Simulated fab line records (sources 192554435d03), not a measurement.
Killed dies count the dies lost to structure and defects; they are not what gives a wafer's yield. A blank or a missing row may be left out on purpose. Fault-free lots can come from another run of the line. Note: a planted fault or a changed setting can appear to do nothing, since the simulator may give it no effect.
Chamber matching    flow n5_finfet    N5_BEOL_M11_PECVD_70 on pecvd-01: 3 sister chambers
The step deposits SiO2 from TEOS/O2, target thk 20 nm, time 22.7 s. 14 wafers are shown with their chamber, then 7 later ones without.

== EACH WAFER AND ITS CHAMBER ==
wafer   chamber  throttle_valve_pct (%)  showerhead_plenum_p_Torr (Torr)  heater_power_w (W)
L075.3  1        25.6                    8.72                             776
L075.4  0        20.5                    8.72                             679
L075.6  1        25.5                    8.75                             789
L079.1  2        19.8                    8.82                             740
L079.3  1        25.6                    8.72                             685
L079.5  1        25.5                    8.73                             666
L081.2  0        20.4                    8.72                             801
L081.5  1        25.5                    8.73                             742
L081.6  2        19.7                    8.81                             714
L083.3  2        19.6                    8.80                             806
L083.4  0        20.4                    8.74                             804
L083.5  1        25.7                    8.71                             802
L086.2  0        20.8                    8.71                             810
L086.3  1        25.4                    8.72                             699

SIGNATURES (means of the wafers above)
reading                   chamber 0  chamber 1  chamber 2  scatter within a chamber
throttle_valve_pct        20.525     25.543     19.700     0.13
showerhead_plenum_p_Torr  8.7225     8.7257     8.8100     0.0122
heater_power_w            773.50     737.00     753.33     55.7
Rule: for a wafer and a chamber, the distance is found by dividing, reading by reading, the gap between the wafer's reading and the chamber's mean by the reading's scatter, squaring, summing and taking the root. The wafer belongs to the nearest chamber; if the next one is less than 2 further off, it can't be placed. The scatter: take each reading less its chamber's mean, square it, sum over the shown wafers, divide by the number of wafers less the number of chambers, and take the root.

== WAFERS WITHOUT THEIR CHAMBER ==
wafer   throttle_valve_pct (%)  showerhead_plenum_p_Torr (Torr)  heater_power_w (W)
L086.5  25.5                    8.74                             683
L095.2  20.0                    8.82                             812
L095.3  20.5                    8.69                             822
L095.5  20.6                    8.75                             801
L096.2  20.7                    8.75                             817
L096.4  20.7                    8.73                             792
L096.5  19.7                    8.80                             815

== EACH ONE'S CHAMBER ==
wafer   from the rows above  in truth
L086.5  1                    1
L095.2  2                    2
L095.3  0                    0
L095.5  0                    0
L096.2  0                    0
L096.4  0                    0
L096.5  2                    2
Placed correctly: 7 of 7. Can't be placed from these rows: 0. Number placed wrongly: 0.
